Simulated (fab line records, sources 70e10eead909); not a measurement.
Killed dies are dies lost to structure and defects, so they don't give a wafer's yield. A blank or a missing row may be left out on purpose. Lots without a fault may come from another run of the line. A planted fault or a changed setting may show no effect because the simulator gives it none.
One fault seen from 3 desks | flow nand_harc | each desk has only its own numbers; what lay behind them comes last

THE TOOL OWNER'S DESK: litho_track-06
The tool's own readings at NHARC_P_M0_PEB_07 (peb time 65 s): means of the sampled wafers that have a number, for each lot that ran on this tool. A lot is out of limits, marked OUT, if its mean lies more than 4 standard deviations from the usual mean; the brackets give that distance.
Columns: A = heater_power_total_W at NHARC_P_M0_PEB_07, usual 156.6 W; B = plate_temp_C at NHARC_P_M0_PEB_07, usual 100.03 C
lot  | first seen here | A               | B
L861 | day 6 07:26     | 156.6           | 100.04
L867 | day 7 07:28     | 156.5           | 99.97
L870 | day 8 03:31     | 157.0           | 99.90
L876 | day 9 21:29     | 185.3 (+72) OUT | 113.33 (+99 or more) OUT
L877 | day 10 00:51    | 185.5 (+72) OUT | 113.20 (+99 or more) OUT
This desk's finding: out of limits on L876, L877; first on L876, day 9 21:29 (heater_power_total_W at NHARC_P_M0_PEB_07). In limits: L861, L867, L870.

THE METROLOGY DESK
What the gauges read, lot by lot, whatever tool the lot ran on: means of the sampled wafers that have a number. A lot is out of limits, marked OUT, if its mean lies more than 4 standard deviations from the usual mean; the brackets give that distance.
Columns: A = cd_nm at NHARC_P_CONTACT_CD_MEAS_19, usual 91.0 nm; B = cd_nm at NHARC_P_M0_CD_MEAS_09, usual 90.0 nm
lot  | first seen here | A    | B
L863 | day 5 21:11     | 89.9 | 90.1
L862 | day 5 22:08     | 91.1 | 88.9
L861 | day 5 23:03     | 91.1 | 90.3
L864 | day 6 09:12     | 92.9 | 90.0
L865 | day 6 09:50     | 90.9 | 89.1
L867 | day 7 04:23     | 91.2 | 89.8
L868 | day 7 08:56     | 90.1 | 90.4
L870 | day 7 19:44     | 92.6 | 90.7
L869 | day 7 20:20     | 90.8 | 89.9
L876 | day 9 16:12     | 91.5 | 126.5 (+53) OUT
L877 | day 9 18:51     | 90.4 | 125.8 (+52) OUT
L878 | day 9 23:54     | 90.9 | 90.6
L879 | day 10 04:20    | 90.9 | 90.2
L884 | day 11 04:24    | 91.9 | 89.6
This desk's finding: out of limits on L876, L877; first on L876, day 9 21:34 (cd_nm at NHARC_P_M0_CD_MEAS_09). In limits: L863, L862, L861, L864, L865, L867, L868, L870, L869, L878, L879, L884.

THE DEFECT DESK
What the inspections along the route counted, lot by lot: means of the sampled wafers that have a number. A lot is out of limits, marked OUT, if its mean lies more than 4 standard deviations from the usual mean; the brackets give that distance.
Columns: A = raw_defect_count at NHARC_P_M0_INSPECT_11, usual 3.8
lot  | first seen here | A
L863 | day 6 06:25     | 3.7
L862 | day 6 07:05     | 1.0
L861 | day 6 07:39     | 3.0
L864 | day 6 16:52     | 3.3
L865 | day 6 17:25     | 2.7
L867 | day 7 07:40     | 5.7
L868 | day 7 18:02     | 1.0
L870 | day 8 03:43     | 3.0
L869 | day 8 04:16     | 4.7
L876 | day 9 21:41     | 4.0
L877 | day 10 01:03    | 2.7
L878 | day 10 03:09    | 5.7
L879 | day 10 11:44    | 4.0
L884 | day 11 07:38    | 9.0
This desk's finding: nothing out of limits on any of the 14 lots.

PUT TOGETHER
The tool owner's desk could have raised an alarm at day 9 21:29, on L876, L877.
The metrology desk could have raised an alarm at day 9 21:34, on L876, L877.
The defect desk saw nothing out of limits.
The defect desk has L876, L877 on record, within its limits.
Of the lots named, all ran NHARC_P_M0_PEB_07 on litho_track-06.

WHAT THE SIMULATOR HAD PUT IN
Process parameter drift: litho_track-06, from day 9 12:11 on, at NHARC_P_M0_PEB_07. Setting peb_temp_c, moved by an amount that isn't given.
Lots struck among those shown: L876, L877.
Hours from the fault's start to each desk's first reading out of limits: the tool owner's desk, 9; the metrology desk, 9.
